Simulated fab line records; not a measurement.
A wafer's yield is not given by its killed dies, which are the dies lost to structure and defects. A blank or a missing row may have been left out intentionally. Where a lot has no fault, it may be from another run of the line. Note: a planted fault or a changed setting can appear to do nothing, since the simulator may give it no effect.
Problem report in the 8D (eight disciplines) form, filled by code    flow nand_harc    the parts of the form that need people (team, actions taken, sign-off) are left out

## 1. THE ISSUE
killed_at_array at NHARC_END_SORT_01 reads a mean of 668 on 2 wafers of 2 lots; wafers without a fault read 26 with a standard deviation of 9.9. Measured from the usual mean, that is +65 standard deviations.
First seen on wafer L401.5, day 22 11:18, on prober-01. The record holds 4 wafers of 2 lots with a number at this step. By rule, "out" or "out of limits" means more than 4 standard deviations away from the usual mean. The rest of the wafers with a number are treated as sound.

## 2. WHAT IT IS AND WHAT IT IS NOT
question                     is                            is not
which readings at this step  killed_at_array, killed_dies  killed_at_other, killed_at_periphery, killed_open
which lots                   L401, L402                    -
which wafers of those lots   L401.5, L402.5                L401.4, L402.4
read on which gauges         prober-01, prober-02          -
when                         from day 22 11:18             up to then (1 sound wafer); but 1 sound wafer of L402 came after

## 3. THE SUSPECTS, EACH WITH WHAT RULES IT OUT
Counting: a tool at a process step up to the reading stays a suspect if it ran every lot that is out. Sound lots after the first of them don't rule it out here, since some wafers of a struck lot are sound.
- the gauge at NHARC_END_SORT_01: ruled out. 2 gauges (prober-01, prober-02) read the wafers that are out.
- rie_diel-07 at NHARC_A_STAIRCASE_TRIM_202 (chemistry O2, time 211.2 s): kept. It ran every lot that is out, first L401 (day 14 12:11). Because NHARC_A_STAIRCASE_TRIM_202 lacks a start for some lots, the hours and order of its lots are taken from NHARC_A_STAIRCASE_DESCUM_219.
- rie_diel-08 at NHARC_A_STAIRCASE_TRIM_229 (chemistry O2, time 211.2 s): kept. It ran every lot that is out, first L401 (day 14 13:35).
- rie_diel-08 at NHARC_A_STAIRCASE_ETCH_236 (etches the open film in C4F8/O2, target depth 100 nm, time 40.5 s): kept. It ran every lot that is out, first L401 (day 14 16:01). On those wafers its own readings are out: run_length_s.
- Within rie_diel-07 at NHARC_A_STAIRCASE_TRIM_202: the wafers that are out ran in chamber 3; their sound lot-mates ran in chambers 0, 1.
rie_diel-07 at NHARC_A_STAIRCASE_TRIM_202, rie_diel-08 at NHARC_A_STAIRCASE_TRIM_229 and rie_diel-08 at NHARC_A_STAIRCASE_ETCH_236 are what is left after counting.

## 4. THE CAUSE (what the simulator had put in)
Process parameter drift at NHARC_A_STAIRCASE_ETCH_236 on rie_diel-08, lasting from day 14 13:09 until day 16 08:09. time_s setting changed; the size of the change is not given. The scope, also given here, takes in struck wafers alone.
This tool is one of the 3 suspects left after counting.

## 5. THE CHAIN OF EFFECTS, in route order
Each row: a reading where the mean over the struck wafers with a number is more than 3 standard deviations away from the usual. Scope: only readings with a usual standard deviation given in the record; hours: median across lots of the time from each lot's start at the first step in this table that gives one to its start at this step; sigmas: change in usual standard deviations.
hours  step                        reading          usual   on struck wafers  change  sigmas
0      NHARC_A_STAIRCASE_ETCH_236  run_length_s     61.9 s  73.8              +11.9   +29
188    NHARC_END_SORT_01           killed_at_array  26      668               +642    +65
188    NHARC_END_SORT_01           killed_dies      29      671               +642    +65
Process steps it contains:
- NHARC_A_STAIRCASE_ETCH_236: etches the open film in C4F8/O2, target depth 100 nm, time 40.5 s.

## 6. WHAT WOULD HAVE CAUGHT IT SOONER
In this record the first reading out of limits at a measuring or inspecting step was taken at day 22 11:18, 190 hours after the fault began at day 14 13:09.
Tool's own readings at NHARC_A_STAIRCASE_ETCH_236, run_length_s: out on all struck wafers the step has rows for; an alarm limit on them would have tripped on the first.
All the lots that are out (2) had begun NHARC_A_STAIRCASE_ETCH_236 on rie_diel-08 by day 22 11:18. Holding the tool at that point would not have protected any of them.
